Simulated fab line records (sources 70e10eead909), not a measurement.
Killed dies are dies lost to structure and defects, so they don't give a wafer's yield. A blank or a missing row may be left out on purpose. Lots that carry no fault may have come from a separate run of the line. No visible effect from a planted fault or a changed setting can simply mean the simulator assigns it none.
Problem report in the 8D (eight disciplines) form, filled by code    flow nand harc    the parts of the form that need people (team, actions taken, sign-off) are left out

## 1. PROBLEM STATEMENT
killed dies at NHARC_END_SORT_01 reads a mean of 232 on 2 wafers of 2 lots; wafers without a fault read 60 with a standard deviation of 19. That is +9.1 standard deviations from the usual mean.
First observed at day 31 23:50: wafer L690.2, on prober-01. At this step, 5 wafers from 3 lots have a number in the record. Rule for "out", or "out of limits": more than 4 standard deviations from the usual mean. The other wafers with a number count as sound.

## 2. WHAT IT IS, AND WHAT IT ISN'T
question                     is                            is not
which readings at this step  killed dies, killed at array  killed at other, killed open, killed short
which lots                   L690, L691                    L689
which wafers of those lots   all that have a number        -
read on which gauges         prober-01                     prober-02
when                         from day 31 23:50             up to then (3 sound wafers)

## 3. SUSPECTS, AND WHAT RULES EACH OUT
Counting: any tool at a process step up to the reading is kept as a suspect provided that every lot that is out went through it and no sound lot did after the first of them.
- ruled out: the gauge at NHARC_END_SORT_01. All the wafers that are out were read on prober-01, but those of them that NHARC_A_CONTACT_ETCH_49 has rows for are out there too, on other tools.
- rie diel-03 at NHARC_A_CONTACT_DESCUM_47 (chemistry O2, time 3 s): kept. It ran every lot that is out, first L690 (day 28 17:42), and no sound lot after that.
- rie diel-03 at NHARC_A_CONTACT_ETCH_48 (etches the open film in CF4, target depth 39 nm, time 65 s): kept. It ran every lot that is out, first L690 (day 28 17:47), and no sound lot after that.
- rie diel-03 at NHARC_A_CONTACT_ETCH_49 (etches the open film in N2/H2, target depth 260 nm, time 475.3 s): kept. It ran every lot that is out, first L690 (day 28 17:52), and no sound lot after that. Out on those wafers are its own readings of run length s.
- rie diel-03 at NHARC_A_CONTACT_ETCH_50 (etches the open film in CF4/CHF3, target depth 121 nm, time 60.5 s): kept. It ran every lot that is out, first L690 (day 31 23:50), and no sound lot after that. NHARC_A_CONTACT_ETCH_50: start missing for some lots; hours and lot order therefore follow NHARC_END_SORT_01.
Left after counting: rie diel-03 at NHARC_A_CONTACT_DESCUM_47, rie diel-03 at NHARC_A_CONTACT_ETCH_48, rie diel-03 at NHARC_A_CONTACT_ETCH_49, rie diel-03 at NHARC_A_CONTACT_ETCH_50.

## 4. THE CAUSE (what the simulator had put in)
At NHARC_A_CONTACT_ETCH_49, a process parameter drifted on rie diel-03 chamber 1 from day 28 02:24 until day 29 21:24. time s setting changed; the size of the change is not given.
This tool is one of the 4 suspects left after counting.

## 5. THE CHAIN OF EFFECTS, in route order
Each row: a reading whose mean over the struck wafers that have a number lies more than 3 standard deviations from the usual. Only readings for which the record gives a usual standard deviation are gone through. hours: the time from each lot's start at the first step in this table that gives one to its start at this step, as a median over the lots. sigmas: the change in usual standard deviations.
hours  step                     reading          usual    on struck wafers  change  sigmas
0      NHARC_A_CONTACT_ETCH_49  run length s     496.7 s  379.2             -117.4  -99 or more
77     NHARC_END_SORT_01        killed at array  56       225               +169    +8.9
77     NHARC_END_SORT_01        killed dies      60       232               +172    +9.1
It contains these process steps:
- NHARC_A_CONTACT_ETCH_49: etches the open film in N2/H2, target depth 260 nm, time 475.3 s.
Readings that are blank on the struck wafers while sound wafers have them: rf fwd power W at NHARC_A_CONTACT_ETCH_49.

## 6. WHAT WOULD HAVE CAUGHT IT SOONER
93 hours passed between the start of the fault at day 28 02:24 and the first reading out of limits at a measuring or inspecting step in this record, taken at day 31 23:50.
The tool's own readings at NHARC_A_CONTACT_ETCH_49 were out on every struck wafer that the step has a row for (run length s): an alarm limit on them would have fired on the first of those.
Each of the lots that are out, 2 in all, had begun NHARC_A_CONTACT_ETCH_49 on rie diel-03 no later than day 31 23:50. Holding the tool at that point would not have protected any of them.
